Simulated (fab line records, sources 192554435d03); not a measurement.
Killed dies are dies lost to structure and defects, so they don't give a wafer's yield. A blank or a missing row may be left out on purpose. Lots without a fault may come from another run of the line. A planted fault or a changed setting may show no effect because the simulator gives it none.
Which tool did it? | flow n5_finfet | 10 lots, 29 wafers sampled, at 5 steps of a route of 1938

WHAT THE GAUGES READ, wafer by wafer
N5_BEOL_M15_CD_MEAS_17: target cd 360 nm.
lot  | measured     | on        | cd_nm (nm)
L496 | day 11 09:21 | cd_sem-01 | 360.8 360.3 360.3
L499 | day 12 07:39 | cd_sem-02 | 362.3 363.0 361.7
L501 | day 13 03:28 | cd_sem-02 | 361.8 362.2 361.3
L502 | day 13 05:26 | cd_sem-03 | 364.5 363.4 365.6
L507 | day 14 12:08 | cd_sem-03 | 363.1 362.2 365.5
L510 | day 14 23:40 | cd_sem-02 | 356.5 359.1 362.0
L509 | day 15 04:30 | cd_sem-01 | 362.5 357.7 364.6
L511 | day 15 05:55 | cd_sem-03 | 356.7 357.4
L517 | day 15 23:52 | cd_sem-01 | 363.5 360.8 365.3
L513 | day 17 19:05 | cd_sem-02 | 361.4 362.0 361.1

WHICH TOOL RAN EACH LOT (tool, then ch and the chambers of the sampled wafers, then the start)
lot  | N5_BEOL_M14_DEGAS_41         | N5_BEOL_M14_PRE_CLEAN_42     | N5_BEOL_M15_ETCH_59                | N5_BEOL_M15_STRIP_63
L496 | pvd_sputter-01, day 11 06:29 | pvd_sputter-01, day 11 06:32 | rie_diel-03 ch 0,2,3, day 11 08:53 | rie_diel-03 ch 0,2,3, day 11 09:21 or earlier
L499 | pvd_sputter-01, day 12 05:03 | pvd_sputter-01, day 12 05:05 | rie_diel-05 ch 1,2, day 12 07:11   | rie_diel-05 ch 1,2, day 12 07:39 or earlier
L501 | pvd_sputter-03, day 13 00:53 | pvd_sputter-03, day 13 00:56 | rie_diel-03 ch 0,1,3, day 13 03:00 | rie_diel-03 ch 0,1,3, day 13 03:28 or earlier
L502 | pvd_sputter-01, day 13 01:56 | pvd_sputter-01, day 13 01:59 | rie_diel-04 ch 0,1,2, day 13 04:58 | rie_diel-04 ch 0,1,2, day 13 05:26 or earlier
L507 | pvd_sputter-02, day 14 07:55 | pvd_sputter-02, day 14 07:57 | rie_diel-03 ch 0,1,2, day 14 11:40 | rie_diel-03 ch 0,1,2, day 14 12:08 or earlier
L510 | pvd_sputter-01, day 14 20:28 | pvd_sputter-01, day 14 20:30 | rie_diel-03 ch 0,2, day 14 23:13   | rie_diel-03 ch 0,2, day 14 23:40 or earlier
L509 | pvd_sputter-01, day 15 01:47 | pvd_sputter-01, day 15 01:50 | rie_diel-03 ch 1,3, day 15 04:02   | rie_diel-03 ch 1,3, day 15 04:30 or earlier
L511 | pvd_sputter-02, day 15 02:40 | pvd_sputter-02, day 15 02:42 | rie_diel-03 ch 0,1, day 15 05:27   | rie_diel-03 ch 0,1, day 15 05:55 or earlier
L517 | pvd_sputter-03, day 15 21:17 | pvd_sputter-03, day 15 21:19 | rie_diel-04 ch 0,1,2, day 15 23:25 | rie_diel-04 ch 0,1,2, day 15 23:52 or earlier
L513 | pvd_sputter-01, day 17 15:51 | pvd_sputter-01, day 17 15:53 | rie_diel-05 ch 0,1,2, day 17 18:37 | rie_diel-05 ch 0,1,2, day 17 19:05 or earlier
- N5_BEOL_M14_DEGAS_41: time 60 s.
- N5_BEOL_M14_PRE_CLEAN_42: time 30 s.
- N5_BEOL_M15_ETCH_59: etches BARC in N2/H2, target depth 89 nm, overetch 26.7 nm, time 67.9 s.
- N5_BEOL_M15_STRIP_63: strips in O2.

THE ANSWER, worked out from the rows above alone
Rule: what is usual is taken from the lots themselves. Put in order of their means at a reading, lots are off if they are a third of the lots or fewer, leave a main group of 4 or more, and stand apart from it by a gap of 3 or more times the standard deviation of the main group's means; of several such gaps the widest counts. A main group whose means are all the same, to the digits that the tables above print for the reading, isn't used. A lot without any number at a reading at which 4 lots or more have one is off too. The other lots that the step has rows for count as sound.
No lot is off at any reading shown: from this, nothing can be told.

WHAT THE SIMULATOR HAD PUT IN
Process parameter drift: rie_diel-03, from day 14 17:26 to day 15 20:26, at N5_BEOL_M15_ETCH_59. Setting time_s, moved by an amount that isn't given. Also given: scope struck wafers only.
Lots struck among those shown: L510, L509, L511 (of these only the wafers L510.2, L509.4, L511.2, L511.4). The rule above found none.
